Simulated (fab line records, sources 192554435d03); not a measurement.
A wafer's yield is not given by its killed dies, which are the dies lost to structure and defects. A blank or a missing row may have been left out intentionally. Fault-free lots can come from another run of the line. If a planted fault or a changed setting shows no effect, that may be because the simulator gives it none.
fab line records	flow n5_finfet	part 1 of 2: steps 1 to 20 of 28
record: lots: 5	wafers: 15	last_day: 16
route steps=1938 shown BEOL_M10@1492
lots untouched by any fault: they come from a run of this same line in which no faults occurred
start_h: start of the lot's first displayed wafer, in hours after the record's first day	wait_h: hours elapsed since this lot's preceding step	" as in the row above	L1.1+2: a row that stands for several wafers	- no value present, or no start provided	* or withheld: withheld	< > ~ a bound
route shown NAME@n: names a module that has steps shown in the file, with the first one's number in the route	usual: mean/standard deviation taken from wafers without a fault	same: alike in all rows	chamber/n: place in a boat	sites: readings site by site	_std_site: their standard deviation	_edge_site: outer sites' mean less inner sites'	radius_mm: how far each site lies from the wafer's centre	mask NAME#n: copy n	behind: the most recent tool/chamber to have shaped the wafer	hold: why the lot was held/for how many hours/how that ended	device: whichever transistor did not switch (one of n, p or np)	end of line: the route-end tests of the same wafers	a step without rows: its recipe alone	killed: not the wafer's yield, but the dies lost to structure and defects at the first sort	map: dies across one wafer; x = killed, . = not, _ = none there
set.NAME: the setting the step ran with; set.NAME@STEP: the setting that earlier step ran with	model.NAME: the simulator's own value behind a step, which no gauge read
a table for each step, a row for each wafer; lots at some steps of the route
services: a tool's chamber out of use, with start hour (start_h, from the record's first day; less than 0 if before it), hours out, and reason
== steps ==
step: N5_BEOL_M10_STRIP_19
recipe: chemistry: O2	power_w: 400	temp_c: 40	pressure_mtorr: 30	rf_frequency_hz: 6e+07	bias_power_w: 0	overash_fraction: 0.2	o2_flow_sccm: 225
usual: drypump_motor_current_A: 5.4/0.38	oes_product_au: 0.76/0.083	rf_vpp_V: 3.6/0.65	showerhead_plenum_p_Torr: 2.07/0.083	throttle_valve_pct: 16.65/0.15
lot.wafer	tool	chamber	start_h	wait_h	drypump_motor_current_A	oes_product_au	rf_hours_counter_h	rf_vpp_V	showerhead_plenum_p_Torr	throttle_valve_pct
L074.4	rie_diel-02	0	217.53	0.2	5.6	0.70	212	3.6	1.99	16.70
L074.5	"	0	"	"	5.6	0.70	-	4.2	1.99	16.72
L074.6	"	3	"	"	5.4	0.89	-	4.0	2.12	16.53
L081.3	rie_diel-02	1	246.26	0.1	5.0	0.83	59	4.6	2.14	16.49
L081.4	"	3	"	"	5.4	0.86	62	4.3	2.12	16.54
L081.6	"	1	"	"	5.0	0.83	-	2.9	2.14	16.48
L083.3	rie_diel-04	3	267.13	0.1	5.6	0.68	-	4.4	1.97	16.67
L083.4	"	2	"	"	4.8	0.85	-	3.8	2.05	16.64
L083.6	"	3	"	"	5.6	0.68	-	2.5	1.97	16.66
L089.1	rie_diel-02	0	304.50	0.1	5.6	0.67	243	2.5	1.98	16.77
L089.2	"	1	"	"	5.0	0.81	77	3.8	2.14	16.52
L089.6	"	2	"	"	5.9	0.68	-	2.7	2.14	16.88
L092.1	rie_diel-05	2	327.08	0.1	5.9	0.68	247	4.0	2.16	16.78
L092.3	"	3	"	"	5.7	0.82	69	3.6	2.19	16.49
L092.4	"	1	"	"	5.5	0.70	240	3.0	1.96	16.76
step: N5_BEOL_M10_CD_MEAS_18
recipe: pitch_nm: 140	target_cd_nm: 70
usual: cd_nm: 70.3/0.57
lot.wafer	tool	chamber	start_h	wait_h	cd_nm
L074.4	cd_sem-01	-	217.60	0.1	69.8
L074.5	"	-	"	"	70.2
L074.6	"	-	"	"	70.4
L081.3	cd_sem-03	-	246.33	0.1	70.2
L081.4	"	-	"	"	70.3
L081.6	"	-	"	"	70.3
L083.3	cd_sem-01	-	267.21	0.1	70.7
L083.4	"	-	"	"	69.6
L083.6	"	-	"	"	71.4
L089.1	cd_sem-02	-	304.57	0.0	70.7
L089.2	"	-	"	"	70.3
L089.6	"	-	"	"	69.9
L092.1	cd_sem-02	-	327.15	0.0	70.4
L092.3	"	-	"	"	70.6
L092.4	"	-	"	"	70.4
step: N5_BEOL_M10_COAT_63
recipe: resist: SOC	temp_c: 250	time_s: 60	spin_rpm: 1500	resist_thk_nm: 100
usual: resist_line_temp_C: 23.02/0.11
lot.wafer	tool	chamber	start_h	wait_h	resist_line_temp_C
L074.4	litho_track-04	0	217.64	0.0	22.94
L074.5	"	0	"	"	23.15
L074.6	"	0	"	"	23.23
L081.3	litho_track-03	0	247.55	1.2	22.99
L081.4	"	0	"	"	23.18
L081.6	"	0	"	"	23.16
L083.3	litho_track-01	0	269.62	2.4	22.84
L083.4	"	0	"	"	23.00
L083.6	"	0	"	"	22.97
L089.1	litho_track-01	0	306.48	1.9	23.03
L089.2	"	0	"	"	22.80
L089.6	"	0	"	"	22.93
L092.1	litho_track-03	0	327.70	0.5	22.97
L092.3	"	0	"	"	23.01
L092.4	"	0	"	"	22.99
step: N5_BEOL_M10_COAT_64
recipe: resist: SiARC	temp_c: 220	time_s: 60	spin_rpm: 1500	resist_thk_nm: 30
usual: resist_line_temp_C: 23.01/0.11
lot.wafer	tool	chamber	start_h	wait_h	resist_line_temp_C
L074.4	litho_track-04	0	-	-	23.02
L074.5	"	0	"	"	23.15
L074.6	"	0	"	"	22.92
L081.3	litho_track-03	0	-	-	22.99
L081.4	"	0	"	"	22.91
L081.6	"	0	"	"	23.21
L083.3	litho_track-01	0	-	-	22.95
L083.4	"	0	"	"	22.98
L083.6	"	0	"	"	23.08
L089.1	litho_track-01	0	-	-	23.09
L089.2	"	0	"	"	23.03
L089.6	"	0	"	"	23.11
L092.1	litho_track-03	0	-	-	22.86
L092.3	"	0	"	"	22.78
L092.4	"	0	"	"	22.95
step: N5_BEOL_M10_COAT_22
recipe: resist: CAR-ArF	spin_rpm: 1500	resist_thk_nm: 90
usual: resist_line_temp_C: 22.98/0.11
lot.wafer	tool	chamber	start_h	wait_h	resist_line_temp_C
L074.4	litho_track-04	0	-	-	23.11
L074.5	"	0	"	"	23.17
L074.6	"	0	"	"	23.11
L081.3	litho_track-03	0	-	-	22.95
L081.4	"	0	"	"	23.01
L081.6	"	0	"	"	22.95
L083.3	litho_track-01	0	-	-	23.00
L083.4	"	0	"	"	22.92
L083.6	"	0	"	"	22.93
L089.1	litho_track-01	0	-	-	22.95
L089.2	"	0	"	"	22.97
L089.6	"	0	"	"	22.91
L092.1	litho_track-03	0	-	-	22.99
L092.3	"	0	"	"	22.99
L092.4	"	0	"	"	22.99
step: N5_BEOL_M10_EBR_24
recipe: solvent: PGMEA	ebr_width_mm: 1.5
usual: resist_line_temp_C: 22.99/0.091
lot.wafer	tool	chamber	start_h	wait_h	resist_line_temp_C
L074.4	litho_track-04	0	-	-	23.08
L074.5	"	0	"	"	23.04
L074.6	"	0	"	"	23.01
L081.3	litho_track-03	0	-	-	22.86
L081.4	"	0	"	"	22.98
L081.6	"	0	"	"	22.94
L083.3	litho_track-01	0	-	-	22.88
L083.4	"	0	"	"	23.04
L083.6	"	0	"	"	23.07
L089.1	litho_track-01	0	-	-	23.11
L089.2	"	0	"	"	23.09
L089.6	"	0	"	"	22.96
L092.1	litho_track-03	0	-	-	23.00
L092.3	"	0	"	"	23.08
L092.4	"	0	"	"	22.80
step: N5_BEOL_M10_SOFTBAKE_23
recipe: temp_c: 110	time_s: 60	resist: CAR-ArF
usual: resist_line_temp_C: 23.01/0.12
lot.wafer	tool	chamber	start_h	wait_h	resist_line_temp_C
L074.4	litho_track-04	0	-	-	22.79
L074.5	"	0	"	"	22.96
L074.6	"	0	"	"	23.04
L081.3	litho_track-03	0	-	-	23.02
L081.4	"	0	"	"	23.16
L081.6	"	0	"	"	23.19
L083.3	litho_track-01	0	-	-	22.83
L083.4	"	0	"	"	22.83
L083.6	"	0	"	"	22.82
L089.1	litho_track-01	0	-	-	23.06
L089.2	"	0	"	"	23.02
L089.6	"	0	"	"	22.98
L092.1	litho_track-03	0	-	-	22.76
L092.3	"	0	"	"	22.99
L092.4	"	0	"	"	22.93
step: N5_BEOL_M10_EXPOSE_25
recipe: mask_id: V9	na: 1.35	source_shape: annular	sigma_inner: 0.5	sigma_outer: 0.8	polarization: unpolarized	dose_mj: 85.5
lot.wafer	tool	chamber	start_h	wait_h	mask
L074.4+5+6	arfi_scanner-02	0	217.77	-	V9#0
L081.3+4+6	arfi_scanner-02	0	247.87	-	V9#0
L083.3+4+6	arfi_scanner-01	0	269.75	-	V9#0
L089.1+2+6	arfi_scanner-01	0	306.73	-	V9#0
L092.1+3+4	arfi_scanner-01	0	327.81	-	V9#0
step: N5_BEOL_M10_PEB_26
recipe: peb_temp_c: withheld	peb_time_s: 60	resist: CAR-ArF
usual: resist_line_temp_C: 22.99/0.11
lot.wafer	tool	chamber	start_h	wait_h	resist_line_temp_C
L074.4	litho_track-04	0	217.82	0.0	22.98
L074.5	"	0	"	"	23.01
L074.6	"	0	"	"	22.98
L081.3	litho_track-01	0	247.93	0.0	22.99
L081.4	"	0	"	"	22.94
L081.6	"	0	"	"	22.95
L083.3	litho_track-01	0	269.80	0.0	23.20
L083.4	"	0	"	"	23.13
L083.6	"	0	"	"	23.01
L089.1	litho_track-03	0	306.79	0.1	22.91
L089.2	"	0	"	"	23.09
L089.6	"	0	"	"	23.08
L092.1	litho_track-01	0	327.88	0.1	22.87
L092.3	"	0	"	"	22.94
L092.4	"	0	"	"	23.03
step: N5_BEOL_M10_DEVELOP_27
recipe: develop_time_s: 30	developer: TMAH	resist: CAR-ArF	rinse_liquid: diw	dry: air_spin	dev_temp_c: 23
usual: resist_line_temp_C: 23.01/0.11
lot.wafer	tool	chamber	start_h	wait_h	resist_line_temp_C
L074.4	litho_track-04	0	-	-	23.02
L074.5	"	0	"	"	22.95
L074.6	"	0	"	"	22.94
L081.3	litho_track-01	0	-	-	22.92
L081.4	"	0	"	"	23.00
L081.6	"	0	"	"	23.00
L083.3	litho_track-01	0	-	-	22.91
L083.4	"	0	"	"	22.98
L083.6	"	0	"	"	22.97
L089.1	litho_track-03	0	-	-	23.03
L089.2	"	0	"	"	23.11
L089.6	"	0	"	"	23.20
L092.1	litho_track-01	0	-	-	22.90
L092.3	"	0	"	"	23.14
L092.4	"	0	"	"	23.05
step: N5_BEOL_M10_CD_MEAS_28
recipe: target_cd_nm: 70	landing_energy_ev: 500	detector: se_inlens	polarity: opening
usual: cd_nm: 69.9/0.86
lot.wafer	tool	chamber	start_h	wait_h	cd_nm
L074.4	cd_sem-02	0	217.89	-	68.5
L074.5	"	0	"	"	68.0
L074.6	"	0	"	"	69.9
L081.3	cd_sem-03	0	248.00	-	71.3
L081.4	"	0	"	"	70.5
L081.6	"	0	"	"	68.8
L083.3	cd_sem-02	0	269.87	-	69.4
L083.4	"	0	"	"	70.7
L083.6	"	0	"	"	68.1
L089.1	cd_sem-01	0	306.86	-	69.7
L089.2	"	0	"	"	70.3
L089.6	"	0	"	"	70.4
L092.1	cd_sem-03	0	327.95	-	69.2
L092.3	"	0	"	"	69.4
L092.4	"	0	"	"	68.9
step: N5_BEOL_M10_OVL_MEAS_29
recipe: points_per_wafer: 44
usual: V9_OVL: 0.3/0.78
lot.wafer	tool	chamber	start_h	wait_h	V9_OVL[nm]
L074.4	overlay-01	0	217.92	0.0	-1.0
L074.5	"	0	"	"	-0.3
L074.6	"	0	"	"	0.7
L081.3	overlay-02	0	248.02	0.0	-0.8
L081.4	"	0	"	"	-0.2
L081.6	"	0	"	"	-0.3
L083.3	overlay-02	0	269.90	0.0	0.8
L083.4	"	0	"	"	0.6
L083.6	"	0	"	"	-0.1
L089.1	overlay-02	0	306.89	0.0	-1.3
L089.2	"	0	"	"	0.3
L089.6	"	0	"	"	-0.3
L092.1	overlay-02	0	327.98	0.0	0.8
L092.3	"	0	"	"	1.1
L092.4	"	0	"	"	1.0
step: N5_BEOL_M10_INSPECT_30
recipe: mode: adi	inspect_instrument: brightfield
usual: raw_defect_count: 416/96
lot.wafer	tool	chamber	start_h	wait_h	raw_defect_count
L074.4	defect_inspect-02	-	217.94	0.0	351
L074.5	"	-	"	"	450
L074.6	"	-	"	"	431
L081.3	defect_inspect-01	-	248.05	0.0	599
L081.4	"	-	"	"	569
L081.6	"	-	"	"	531
L083.3	defect_inspect-01	-	269.92	0.0	497
L083.4	"	-	"	"	432
L083.6	"	-	"	"	293
L089.1	defect_inspect-02	-	306.91	0.0	418
L089.2	"	-	"	"	336
L089.6	"	-	"	"	617
L092.1	defect_inspect-02	-	328.00	0.0	379
L092.3	"	-	"	"	305
L092.4	"	-	"	"	488
step: N5_BEOL_M10_DESCUM_33
recipe: chemistry: O2	time_s: 7.9	source_power_w: 50	bias_power_w: 20	pressure_mtorr: 20	rf_frequency_hz: 2.712e+07	temp_c: 40	resist: CAR-ArF	o2_flow_sccm: 225
usual: drypump_motor_current_A: 5.4/0.38	oes_product_au: 0.75/0.079	rf_vpp_V: 242.7/1.5	showerhead_plenum_p_Torr: 2.06/0.084	throttle_valve_pct: 20.40/0.13
lot.wafer	tool	chamber	start_h	wait_h	drypump_motor_current_A	oes_product_au	rf_hours_counter_h	rf_vpp_V	showerhead_plenum_p_Torr	throttle_valve_pct
L074.4	rie_diel-02	0	219.13	1.2	5.6	0.70	213	240.9	1.98	20.43
L074.5	"	1	"	"	4.9	0.86	-	244.5	2.14	20.26
L074.6	"	0	"	"	5.6	0.70	-	241.4	1.98	20.43
L081.3	rie_diel-02	1	248.60	0.6	5.0	0.84	60	243.3	2.14	20.28
L081.4	"	3	"	"	5.4	0.86	63	243.0	2.11	20.29
L081.6	"	1	"	"	5.0	0.83	-	243.1	2.14	20.28
L083.3	rie_diel-04	2	269.96	0.0	4.8	0.83	70	243.3	2.04	20.42
L083.4	"	2	"	"	4.8	0.84	-	242.5	2.04	20.40
L083.6	"	3	"	"	5.6	0.68	-	240.3	1.96	20.33
L089.1	rie_diel-05	2	306.95	0.0	5.9	0.67	240	244.9	2.16	20.48
L089.2	"	3	"	"	5.7	0.82	62	246.8	2.19	20.22
L089.6	"	3	"	"	5.7	0.83	-	245.6	2.19	20.23
L092.1	rie_diel-05	1	328.03	0.0	5.6	0.70	240	241.0	1.95	20.45
L092.3	"	2	"	"	5.9	0.67	247	244.2	2.16	20.50
L092.4	"	3	"	"	5.7	0.81	70	244.9	2.19	20.26
step: N5_BEOL_M10_ETCH_65
recipe: chemistry: CF4	target: SiARC	target_depth_a: 390	mask_material: CAR-ArF	time_s: 65	ion_energy_ev: 80	pressure_mtorr: 40	source_w: 545	bias_w: 36	Ar_flow_sccm: 100	cf4_flow_sccm: 100	ends: cleared
usual: drypump_motor_current_A: 5.4/0.38	etch_rf_on_time_s: 65.8/1.1	mfc_ar_sccm: 100.0/0.3	oes_product_au: 0.63/0.066	rf_vpp_V: 183.9/1.2	showerhead_plenum_p_Torr: 2.12/0.079	throttle_valve_pct: 15.67/0.18
lot.wafer	tool	chamber	start_h	wait_h	drypump_motor_current_A	etch_rf_on_time_s	mfc_ar_sccm	oes_product_au	rf_hours_counter_h	rf_vpp_V	showerhead_plenum_p_Torr	throttle_valve_pct
L074.4	rie_diel-02	0	219.16	0.0	5.7	66.6	100.0	0.60	213	182.4	2.04	15.70
L074.5	"	1	"	"	5.0	65.1	100.1	0.72	-	185.2	2.19	15.35
L074.6	"	0	"	"	5.6	66.8	99.5	0.59	-	182.1	2.04	15.68
L081.3	rie_diel-02	1	248.64	0.0	4.9	64.2	100.2	0.71	60	185.1	2.18	15.38
L081.4	"	3	"	"	5.4	64.4	100.1	0.72	63	185.2	2.18	15.59
L081.6	"	1	"	"	4.9	64.1	99.9	0.71	-	183.2	2.18	15.37
L083.3	rie_diel-04	2	269.99	0.0	4.8	65.6	100.0	0.72	70	183.6	2.08	15.53
L083.4	"	2	"	"	4.8	65.9	99.6	0.71	-	183.3	2.09	15.52
L083.6	"	3	"	"	5.6	67.1	99.7	0.57	-	183.3	2.03	15.72
L089.1	rie_diel-05	2	306.98	0.0	5.9	65.1	100.2	0.58	240	185.3	2.20	15.67
L089.2	"	3	"	"	5.7	67.6	100.2	0.70	62	186.0	2.25	15.48
L089.6	"	3	"	"	5.8	67.9	100.2	0.69	-	184.6	2.25	15.48
L092.1	rie_diel-05	1	328.07	0.0	5.5	67.4	99.5	0.59	240	183.9	2.04	15.87
L092.3	"	2	"	"	5.9	65.1	100.0	0.58	247	185.5	2.20	15.69
L092.4	"	3	"	"	5.7	67.4	100.0	0.69	70	186.3	2.25	15.50
step: N5_BEOL_M10_ETCH_66
recipe: chemistry: N2/H2	target: SOC	target_depth_a: 1200	overetch_a: 240	mask_material: SiARC	temp_c: 40	time_s: 180	ion_energy_ev: 200	pressure_mtorr: 30	source_w: 840	bias_w: 150	n2_flow_sccm: 200	h2_flow_sccm: 200
usual: drypump_motor_current_A: 5.4/0.38	oes_product_au: 0.60/0.06	rf_vpp_V: 522.9/2.9	showerhead_plenum_p_Torr: 2.51/0.094	throttle_valve_pct: 17.85/0.23
lot.wafer	tool	chamber	start_h	wait_h	drypump_motor_current_A	oes_product_au	rf_hours_counter_h	rf_vpp_V	showerhead_plenum_p_Torr	throttle_valve_pct
L074.4	rie_diel-02	0	219.21	0.0	5.7	0.57	213	519.0	2.43	18.12
L074.5	"	1	"	"	5.0	0.69	-	525.1	2.58	17.47
L074.6	"	0	"	"	5.7	0.57	-	520.5	2.43	18.13
L081.3	rie_diel-02	1	248.69	0.0	5.0	0.67	60	524.3	2.58	17.49
L081.4	"	3	"	"	5.4	0.69	63	525.7	2.56	17.62
L081.6	"	1	"	"	5.0	0.67	-	524.9	2.58	17.50
L083.3	rie_diel-04	2	270.04	0.0	4.8	0.68	71	521.8	2.46	17.62
L083.4	"	2	"	"	4.8	0.69	-	523.0	2.46	17.62
L083.6	"	3	"	"	5.6	0.56	-	520.1	2.41	17.88
L089.1	rie_diel-05	2	307.03	0.0	5.9	0.55	240	526.6	2.62	17.90
L089.2	"	3	"	"	5.7	0.67	62	527.3	2.69	17.75
L089.6	"	3	"	"	5.7	0.67	-	527.3	2.69	17.75
L092.1	rie_diel-05	1	328.12	0.0	5.6	0.57	240	520.7	2.41	18.08
L092.3	"	2	"	"	5.9	0.54	247	525.0	2.61	17.94
L092.4	"	3	"	"	5.7	0.66	70	526.8	2.69	17.76
step: N5_BEOL_M10_STRIP_69
recipe: chemistry: N2/H2	temp_c: 40	n2_flow_sccm: 200	h2_flow_sccm: 200	rf_frequency_hz: 6e+07
lot.wafer	tool	chamber	start_h	wait_h
L074.4+5+6	rie_diel-02	0,1,0	219.33	0.1
L081.3+4+6	rie_diel-02	1,3,1	248.80	0.1
L083.3+4+6	rie_diel-04	2,2,3	270.16	0.1
L089.1+2+6	rie_diel-05	2,3,3	307.15	0.1
L092.1+3+4	rie_diel-05	1,2,3	328.23	0.1
step: N5_BEOL_M10_VIA_ETCH_34
recipe: chemistry: C4F6/O2	target: SiCOH_lowk	target_depth_a: 1845	mask_material: SOC	taper_deg: 4	time_s: 69.2	ion_energy_ev: 250	pressure_mtorr: 30	source_w: 345	bias_w: 185	Ar_flow_sccm: 300	C4F6_flow_sccm: 10	O2_flow_sccm: 10
usual: drypump_motor_current_A: 5.4/0.38	mfc_ar_sccm: 300.2/0.82	oes_product_au: 0.74/0.077	rf_vpp_V: 666/9.6	showerhead_plenum_p_Torr: 2.81/0.1	throttle_valve_pct: 20.93/0.18
lot.wafer	tool	chamber	start_h	wait_h	drypump_motor_current_A	mfc_ar_sccm	oes_product_au	rf_hours_counter_h	rf_vpp_V	showerhead_plenum_p_Torr	throttle_valve_pct
L074.4	rie_diel-02	0	219.34	0.0	5.7	301.2	0.70	213	674	2.72	20.99
L074.5	"	1	"	"	4.9	299.8	0.84	-	655	2.90	20.68
L074.6	"	0	"	"	5.7	300.8	0.69	-	673	2.72	21.01
L081.3	rie_diel-02	1	248.81	0.0	5.0	299.7	0.83	60	653	2.90	20.70
L081.4	"	3	"	"	5.4	299.8	0.85	63	664	2.88	20.81
L081.6	"	1	"	"	5.0	300.1	0.83	-	653	2.90	20.71
L083.3	rie_diel-04	2	270.17	0.0	4.8	299.7	0.84	71	675	2.77	20.83
L083.4	"	2	"	"	4.8	300.4	0.83	-	674	2.77	20.81
L083.6	"	3	"	"	5.6	300.6	0.68	-	684	2.69	20.86
L089.1	rie_diel-05	2	307.16	0.0	5.9	300.1	0.68	240	670	2.92	20.84
L089.2	"	3	"	"	5.7	302.3	0.81	62	670	3.00	20.81
L089.6	"	3	"	"	5.7	300.3	0.81	-	670	3.00	20.81
L092.1	rie_diel-05	1	328.24	0.0	5.5	300.3	0.69	240	673	2.71	21.17
L092.3	"	2	"	"	5.9	301.8	0.68	247	669	2.92	20.89
L092.4	"	3	"	"	5.8	300.5	0.80	70	672	2.99	20.82
step: N5_BEOL_M10_STRIP_73
recipe: chemistry: C4F6/O2	resist: SiARC	rf_frequency_hz: 6e+07
lot.wafer	tool	chamber	start_h	wait_h
L074.4+5+6	rie_diel-02	0,1,0	219.39	0.0
L081.3+4+6	rie_diel-02	1,3,1	248.87	0.0
L083.3+4+6	rie_diel-04	2,2,3	270.22	0.0
L089.1+2+6	rie_diel-05	2,3,3	307.21	0.0
L092.1+3+4	rie_diel-05	1,2,3	328.29	0.0
step: N5_BEOL_M10_STRIP_36
recipe: chemistry: N2/H2	power_w: 450	temp_c: 40	pressure_mtorr: 20	rf_frequency_hz: 6e+07	overash_fraction: 0.3	bias_power_w: 7	h2_frac: 0.5	n2_flow_sccm: 200	h2_flow_sccm: 200
usual: drypump_motor_current_A: 5.4/0.38	oes_product_au: 0.75/0.079	rf_vpp_V: 58.9/1.7	showerhead_plenum_p_Torr: 2.50/0.094	throttle_valve_pct: 23.63/0.28
lot.wafer	tool	chamber	start_h	wait_h	drypump_motor_current_A	oes_product_au	rf_hours_counter_h	rf_vpp_V	showerhead_plenum_p_Torr	throttle_valve_pct
L074.4	rie_diel-02	0	219.40	0.0	5.7	0.70	213	58.9	2.43	24.08
L074.5	"	1	"	"	5.0	0.85	-	60.2	2.58	23.30
L074.6	"	0	"	"	5.7	0.70	-	57.5	2.43	24.09
L081.3	rie_diel-02	1	248.88	0.0	5.0	0.83	60	59.5	2.57	23.28
L081.4	"	3	"	"	5.4	0.85	63	56.8	2.56	23.35
L081.6	"	1	"	"	5.0	0.84	-	61.6	2.57	23.29
L083.3	rie_diel-04	2	270.23	0.0	4.8	0.83	71	57.4	2.45	23.29
L083.4	"	2	"	"	4.8	0.83	-	56.0	2.45	23.30
L083.6	"	3	"	"	5.6	0.68	-	58.8	2.41	23.55
L089.1	rie_diel-05	2	307.22	0.0	5.9	0.67	240	59.7	2.61	23.74
L089.2	"	3	"	"	5.7	0.83	62	59.8	2.69	23.56
L089.6	"	3	"	"	5.8	0.83	-	58.9	2.69	23.61
L092.1	rie_diel-05	1	328.30	0.0	5.5	0.70	240	59.2	2.40	23.94
L092.3	"	2	"	"	5.9	0.68	247	58.8	2.61	23.69
L092.4	"	3	"	"	5.7	0.81	70	59.6	2.69	23.61
